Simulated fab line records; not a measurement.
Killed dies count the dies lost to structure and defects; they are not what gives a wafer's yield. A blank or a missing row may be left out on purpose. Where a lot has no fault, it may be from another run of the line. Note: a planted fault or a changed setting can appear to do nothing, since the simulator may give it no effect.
Struck lot and sound lot, side by side	flow nand_harc	15 out of 1302 route steps
Sound: wafers L713.1, L713.2, L713.5. Struck: wafers L723.2, L723.3 (left out: L723.1, a lot-mate that was not struck); the cause follows at the end.
Per side, at each step with rows, come the tool, then ch with its chambers, and then its first start. Under that, the readings that differ: sound wafers	struck wafers	difference of the means	sigmas: that difference in standard deviations of wafers without a fault.
alike: a reading whose means differ by less than 2 such deviations, as well as words and numbers matching on both sides. not compared: withheld readings; readings where some wafer has no value; bounds like >300 that might hide an equal value; numbers whose values overlap and for which the record gives no deviation.
The two part at a step that has a row with sigmas, a row that says differs or no value, or rows on one side only. Non-overlapping numbers with no deviation appear without sigmas and do not part them. Lack of a reading on every wafer of one side parts them only where that side has two or more wafers.

NHARC_A_DECK1_JOINT_ETCHBACK_00: etches the open film in HBr, target depth 30 nm, time 17.4 s.
  sound on rie_si-05 ch 0,2,3, day 11 22:59; struck on rie_si-02 ch 1,2, day 15 17:01
  alike: chamber_pressure_mTorr, drypump_motor_current_A, oes_product_au, throttle_valve_pct
  not compared: rf_hours_counter_h
then, 8 steps without rows for these wafers: NHARC_A_DECK1_JOINT_PRECLEAN_30 (cleans in SC1); NHARC_A_DECK1_JOINT_SRD_31; NHARC_A_DECK1_JOINT_CVD_34 (deposits SiNx, target thk 20 nm); NHARC_A_DECK1_JOINT_DEP_06 (deposits SiOx, target thk 80 nm); NHARC_A_DECK1_JOINT_CURE_26 (time 32 s); NHARC_A_DECK1_JOINT_ANNEAL_27 (time 3600 s); NHARC_A_DECK1_JOINT_ANNEAL_28 (time 1800 s); NHARC_A_DECK1_JOINT_ANNEAL_29 (time 1800 s).
NHARC_A_DECK1_JOINT_CMP_02: polishes SiOx.
  sound on cmp-03 ch 1,2, day 13 00:43; struck on cmp-03 ch 0,2, day 16 19:08
  alike: motor_current_A
  not compared: pad_life_wafers
then, 1 step without rows for these wafers: NHARC_A_DECK1_JOINT_SRD_15.
NHARC_A_DECK1_JOINT_DEP_16: deposits SiO2, target thk 45 nm.
  sound on pecvd-04 ch 0,1,2, day 13 01:07; struck on pecvd-01 ch 1, day 16 19:29
  alike: heater_power_w, showerhead_vpp_V, throttle_valve_pct
NHARC_A_DECK1_JOINT_THK_MEAS_17: measures by ellipsometry.
  sound on film_metro-02, day 13 01:23; struck on film_metro-01, day 16 19:52
reading	sound	struck	difference	sigmas
thk_nm (nm)	43.4 44.1 46.3	28.2 26.4	-17.3	-14
NHARC_A_DECK1_JOINT_INSPECT_05:
  sound on defect_inspect-01, day 13 01:25; struck on defect_inspect-02, day 16 19:54
  alike: raw_defect_count
-- the record jumps here: 13 days lie between the struck wafers' starts before and after (it left off in module A_DECK1_JOINT and takes up again in module END, whose first step shown is number 1302 of the route) --
NHARC_END_SORT_01:
  sound on prober-02 ch 0, day 24 22:40; struck on prober-01 ch 0, day 29 10:19
  alike: killed_at_array, killed_at_other, killed_at_periphery, killed_dies, killed_open, killed_short

== WHERE THEY PART ==
Only at NHARC_A_DECK1_JOINT_THK_MEAS_17, as far as this record shows. Later steps at which nothing parts them and some readings are alike: NHARC_A_DECK1_JOINT_INSPECT_05, NHARC_END_SORT_01.

WHY: whatever the simulator had introduced
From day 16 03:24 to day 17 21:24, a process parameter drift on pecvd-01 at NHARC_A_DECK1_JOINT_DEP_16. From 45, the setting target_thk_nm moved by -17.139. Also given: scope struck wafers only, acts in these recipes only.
